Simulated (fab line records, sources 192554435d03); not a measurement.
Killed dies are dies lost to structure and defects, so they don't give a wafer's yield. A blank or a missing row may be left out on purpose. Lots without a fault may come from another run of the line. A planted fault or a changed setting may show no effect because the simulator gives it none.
Which tool did it? | flow n5_finfet | 10 lots, 30 wafers sampled, at 3 steps of a route of 1938

WHAT THE GAUGES READ, wafer by wafer
N5_BEOL_M4_RC_MEAS_101.
lot  | measured     | on        | DIBL_N (mV/V)  | DIBL_P (mV/V)  | IOFF_N (nA/um) | IOFF_P (nA/um) | ION_N (uA/um) | ION_P (uA/um) | SS_N (mV/dec)  | SS_P (mV/dec)  | VT_N (mV)   | VT_P (mV)
L745 | day 9 07:34  | prober-01 | 32.4 35.1 32.7 | 33.8 37.2 34.3 | 0.14 0.17 0.13 | 0.19 0.22 0.19 | 693 689 660   | 480 469 456   | 70.5 71.8 70.1 | 72.1 73.7 72.4 | 248 249 253 | -247.9 -249.8 -251.4
L743 | day 9 21:16  | prober-02 | 36.9 39.7 34.5 | 37.1 39.7 34.6 | 0.17 0.26 0.13 | 0.23 0.29 0.19 | 666 687 652   | 460 468 454   | 72.4 72.9 70.9 | 73.1 74.1 72.6 | 251 242 254 | -250.3 -244.7 -249.8
L753 | day 12 11:08 | prober-02 | 33.7 35.0 33.2 | 34.2 35.3 33.7 | 0.13 0.15 0.14 | 0.19 0.21 0.19 | 677 675 691   | 461 466 471   | 70.7 71.3 71.0 | 73.3 73.5 72.5 | 251 250 248 | -250.4 -251.8 -250.7
L754 | day 12 13:59 | prober-02 | 37.4 37.4 35.4 | 36.6 37.6 35.2 | 0.16 0.16 0.13 | 0.20 0.21 0.19 | 685 696 676   | 459 471 466   | 71.6 71.8 71.3 | 72.4 73.2 72.6 | 248 249 251 | -250.5 -248.8 -250.7
L758 | day 13 07:41 | prober-01 | 37.4 38.9 36.1 | 38.4 39.7 36.4 | 0.19 0.24 0.17 | 0.25 0.29 0.22 | 677 692 676   | 463 469 465   | 71.4 72.0 71.7 | 74.8 74.4 73.8 | 246 243 249 | -245.6 -246.7 -247.4
L759 | day 14 20:04 | prober-02 | 39.5 35.7 39.1 | 40.4 33.7 37.5 | 0.24 0.14 0.22 | 0.28 0.16 0.23 | 717 691 691   | 490 463 465   | 72.4 71.7 72.9 | 74.6 72.8 73.6 | 243 251 243 | -248.3 -255.1 -250.1
L761 | day 15 16:10 | prober-01 | 37.1 36.6 38.4 | 35.5 34.8 37.9 | 0.17 0.16 0.21 | 0.25 0.24 0.29 | 677 701 707   | 473 484 489   | 72.8 72.0 72.0 | 73.9 74.0 74.2 | 250 245 246 | -244.3 -246.2 -245.7
L764 | day 15 18:07 | prober-02 | 38.4 37.6 39.3 | 38.1 37.3 38.2 | 0.21 0.19 0.21 | 0.25 0.23 0.24 | 678 691 688   | 456 466 461   | 72.1 71.6 72.5 | 74.1 73.4 73.4 | 246 248 245 | -249.8 -249.7 -248.9
L763 | day 15 20:26 | prober-02 | 33.8 36.8 36.8 | 34.9 37.7 37.2 | 0.16 0.21 0.22 | 0.20 0.24 0.24 | 699 699 698   | 479 474 472   | 70.9 71.7 71.5 | 73.0 74.2 73.2 | 246 246 242 | -250.3 -246.6 -250.8
L765 | day 16 15:31 | prober-02 | 34.3 34.5 34.6 | 33.4 34.6 34.5 | 0.14 0.14 0.14 | 0.17 0.18 0.18 | 669 678 672   | 459 469 456   | 71.1 70.5 71.4 | 72.8 73.0 72.8 | 250 250 250 | -252.5 -248.1 -248.1

N5_BEOL_M7_CD_MEAS_35: target cd 40 nm.
lot  | measured     | on        | cd_nm (nm)
L745 | day 10 09:41 | cd_sem-03 | 39.3 39.2 39.4
L743 | day 10 19:26 | cd_sem-03 | 39.2 39.8 38.8
L753 | day 13 15:47 | cd_sem-03 | 39.3 40.2 39.8
L754 | day 13 23:32 | cd_sem-01 | 40.5 41.7 39.5
L758 | day 14 09:14 | cd_sem-03 | 41.0 39.5 39.9
L759 | day 16 04:26 | cd_sem-01 | 40.6 39.8 40.1
L761 | day 16 14:26 | cd_sem-03 | 39.1 38.6 39.4
L764 | day 16 17:58 | cd_sem-03 | 38.7 39.0 40.0
L763 | day 17 04:31 | cd_sem-01 | 39.7 39.0 38.2
L765 | day 18 00:20 | cd_sem-02 | 40.7 39.6 39.7

WHICH TOOL RAN EACH LOT (tool, then ch and the chambers of the sampled wafers, then the start)
lot  | N5_BEOL_M7_STRIP_36
L745 | rie_diel-05 ch 0,2,3, day 10 09:20
L743 | rie_diel-05 ch 2,3, day 10 19:05
L753 | rie_diel-06 ch 0,3, day 13 15:25
L754 | rie_diel-06 ch 0,1,3, day 13 23:11
L758 | rie_diel-01 ch 0,2,3, day 14 08:47
L759 | rie_diel-05 ch 0,1,2, day 16 04:05
L761 | rie_diel-01 ch 1,2,3, day 16 14:05
L764 | rie_diel-06 ch 1,2, day 16 17:37
L763 | rie_diel-01 ch 1,3, day 17 04:10
L765 | rie_diel-05 ch 0,1, day 17 23:59
- N5_BEOL_M7_STRIP_36: strips in N2/H2.

WHAT THE TOOLS THEMSELVES READ (means of the sampled wafers that have a number; where no wafer has one, the mark that the record gives instead)
N5_BEOL_M7_STRIP_36.
lot  | tool        | drypump_motor_current_A (A) | oes_product_au (a.u.) | rf_vpp_V (V) | showerhead_plenum_p_Torr (Torr) | throttle_valve_pct (%)
L745 | rie_diel-05 | 5.3                         | 0.78                  | 58.6         | 2.54                            | 23.8
L743 | rie_diel-05 | 5.2                         | 0.70                  | 59.2         | 2.44                            | 24.2
L753 | rie_diel-06 | 5.6                         | 0.74                  | 58.5         | 2.48                            | 23.5
L754 | rie_diel-06 | 5.7                         | 0.77                  | 58.7         | 2.46                            | 23.5
L758 | rie_diel-01 | 5.5                         | 0.81                  | 59.5         | 2.60                            | 23.8
L759 | rie_diel-05 | 5.5                         | 0.83                  | 58.5         | 2.56                            | 23.4
L761 | rie_diel-01 | 5.6                         | 0.81                  | 60.4         | 2.60                            | 23.9
L764 | rie_diel-06 | 5.7                         | 0.78                  | 60.1         | 2.44                            | 23.9
L763 | rie_diel-01 | 5.5                         | 0.83                  | 61.0         | 2.65                            | 24.0
L765 | rie_diel-05 | 5.5                         | 0.81                  | 59.7         | 2.62                            | 23.4

THE ANSWER, worked out from the rows above alone
Rule: what is usual is taken from the lots themselves. Put in order of their means at a reading, lots are off if they are a third of the lots or fewer, leave a main group of 4 or more, and stand apart from it by a gap of 3 or more times the standard deviation of the main group's means; of several such gaps the widest counts. A main group whose means are all the same, to the digits that the tables above print for the reading, isn't used. A lot without any number at a reading at which 4 lots or more have one is off too. The other lots that the step has rows for count as sound. The gauges are gone through in route order, then the tools' own readings, and for those a lot's mean is taken as printed above. The first step at which some lot is off is used, and at that step the reading that is off furthest; a lot without a number counts as furthest.
No lot is off at any reading shown: from this, nothing can be told.

WHAT THE SIMULATOR HAD PUT IN
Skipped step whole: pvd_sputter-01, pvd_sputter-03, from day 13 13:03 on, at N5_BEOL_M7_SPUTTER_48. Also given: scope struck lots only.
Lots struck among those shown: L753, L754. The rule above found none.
